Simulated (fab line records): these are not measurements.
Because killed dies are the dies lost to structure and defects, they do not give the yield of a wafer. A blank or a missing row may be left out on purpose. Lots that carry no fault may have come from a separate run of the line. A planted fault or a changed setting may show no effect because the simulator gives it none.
Matching of chambers || flow n5-finfet || rie-diel-01 running N5_BEOL_M8_ETCH_61: 4 sister chambers
The step etches SiARC in CF4, target depth 45.5 nm, time 75.8 s. 14 wafers are shown with their chamber, then 7 later ones without.

## EACH WAFER AND ITS CHAMBER
{"wafer": "L080.2", "chamber": 1, "showerhead-plenum-p-Torr (Torr)": 2.09, "throttle-valve-pct (%)": 15.45, "drypump-motor-current-A (A)": 5.9}
{"wafer": "L080.3", "chamber": 3, "showerhead-plenum-p-Torr (Torr)": 2.20, "throttle-valve-pct (%)": 16.11, "drypump-motor-current-A (A)": 5.2}
{"wafer": "L080.6", "chamber": 2, "showerhead-plenum-p-Torr (Torr)": 2.21, "throttle-valve-pct (%)": 15.80, "drypump-motor-current-A (A)": 6.1}
{"wafer": "L082.2", "chamber": 1, "showerhead-plenum-p-Torr (Torr)": 2.10, "throttle-valve-pct (%)": 15.48, "drypump-motor-current-A (A)": 5.9}
{"wafer": "L082.3", "chamber": 2, "showerhead-plenum-p-Torr (Torr)": 2.21, "throttle-valve-pct (%)": 15.80, "drypump-motor-current-A (A)": 6.1}
{"wafer": "L082.5", "chamber": 1, "showerhead-plenum-p-Torr (Torr)": 2.09, "throttle-valve-pct (%)": 15.45, "drypump-motor-current-A (A)": 5.9}
{"wafer": "L083.2", "chamber": 3, "showerhead-plenum-p-Torr (Torr)": 2.20, "throttle-valve-pct (%)": 16.11, "drypump-motor-current-A (A)": 5.2}
{"wafer": "L083.3", "chamber": 1, "showerhead-plenum-p-Torr (Torr)": 2.09, "throttle-valve-pct (%)": 15.46, "drypump-motor-current-A (A)": 6.0}
{"wafer": "L083.6", "chamber": 0, "showerhead-plenum-p-Torr (Torr)": 2.07, "throttle-valve-pct (%)": 15.64, "drypump-motor-current-A (A)": 5.1}
{"wafer": "L086.1", "chamber": 1, "showerhead-plenum-p-Torr (Torr)": 2.09, "throttle-valve-pct (%)": 15.49, "drypump-motor-current-A (A)": 5.9}
{"wafer": "L086.3", "chamber": 0, "showerhead-plenum-p-Torr (Torr)": 2.07, "throttle-valve-pct (%)": 15.66, "drypump-motor-current-A (A)": 5.2}
{"wafer": "L086.4", "chamber": 3, "showerhead-plenum-p-Torr (Torr)": 2.20, "throttle-valve-pct (%)": 16.14, "drypump-motor-current-A (A)": 5.2}
{"wafer": "L088.2", "chamber": 3, "showerhead-plenum-p-Torr (Torr)": 2.20, "throttle-valve-pct (%)": 16.14, "drypump-motor-current-A (A)": 5.2}
{"wafer": "L088.3", "chamber": 1, "showerhead-plenum-p-Torr (Torr)": 2.09, "throttle-valve-pct (%)": 15.51, "drypump-motor-current-A (A)": 5.9}

SIGNATURES, as means of the wafers listed above
{"reading": "showerhead-plenum-p-Torr", "chamber 0": 2.0700, "chamber 1": 2.0917, "chamber 2": 2.2100, "chamber 3": 2.2000, "scatter within a chamber": 0.00289}
{"reading": "throttle-valve-pct", "chamber 0": 15.6500, "chamber 1": 15.4733, "chamber 2": 15.8000, "chamber 3": 16.1250, "scatter within a chamber": 0.0201}
{"reading": "drypump-motor-current-A", "chamber 0": 5.150, "chamber 1": 5.917, "chamber 2": 6.100, "chamber 3": 5.200, "scatter within a chamber": 0.0365}
Rule: for a wafer and a chamber, the distance is found by dividing, reading by reading, the gap between the wafer's reading and the chamber's mean by the reading's scatter, squaring, summing and taking the root. If the next closest chamber is less than 2 further off than the closest, the wafer can't be placed; otherwise it belongs to the closest. The scatter is the square root of a quotient: the sum, over the shown wafers, of each reading's squared deviation from its chamber's mean, divided by wafers minus chambers.

## WAFERS MISSING THEIR CHAMBER
{"wafer": "L088.5", "showerhead-plenum-p-Torr (Torr)": 2.09, "throttle-valve-pct (%)": 15.50, "drypump-motor-current-A (A)": 5.9}
{"wafer": "L092.1", "showerhead-plenum-p-Torr (Torr)": 2.06, "throttle-valve-pct (%)": 15.69, "drypump-motor-current-A (A)": 5.1}
{"wafer": "L092.2", "showerhead-plenum-p-Torr (Torr)": 2.09, "throttle-valve-pct (%)": 15.51, "drypump-motor-current-A (A)": 5.9}
{"wafer": "L092.4", "showerhead-plenum-p-Torr (Torr)": 2.20, "throttle-valve-pct (%)": 15.84, "drypump-motor-current-A (A)": 6.1}
{"wafer": "L093.3", "showerhead-plenum-p-Torr (Torr)": 2.09, "throttle-valve-pct (%)": 15.53, "drypump-motor-current-A (A)": 5.9}
{"wafer": "L093.5", "showerhead-plenum-p-Torr (Torr)": 2.09, "throttle-valve-pct (%)": 15.52, "drypump-motor-current-A (A)": 5.9}
{"wafer": "L093.6", "showerhead-plenum-p-Torr (Torr)": 2.06, "throttle-valve-pct (%)": 15.69, "drypump-motor-current-A (A)": 5.1}

## THE CHAMBER EACH PASSED THROUGH
{"wafer": "L088.5", "from the rows above": 1, "in truth": 1}
{"wafer": "L092.1", "from the rows above": 0, "in truth": 0}
{"wafer": "L092.2", "from the rows above": 1, "in truth": 1}
{"wafer": "L092.4", "from the rows above": 2, "in truth": 2}
{"wafer": "L093.3", "from the rows above": 1, "in truth": 1}
{"wafer": "L093.5", "from the rows above": 1, "in truth": 1}
{"wafer": "L093.6", "from the rows above": 0, "in truth": 0}
Correctly placed: 7 of 7. Number that these rows cannot place: 0. 0 placed wrongly.
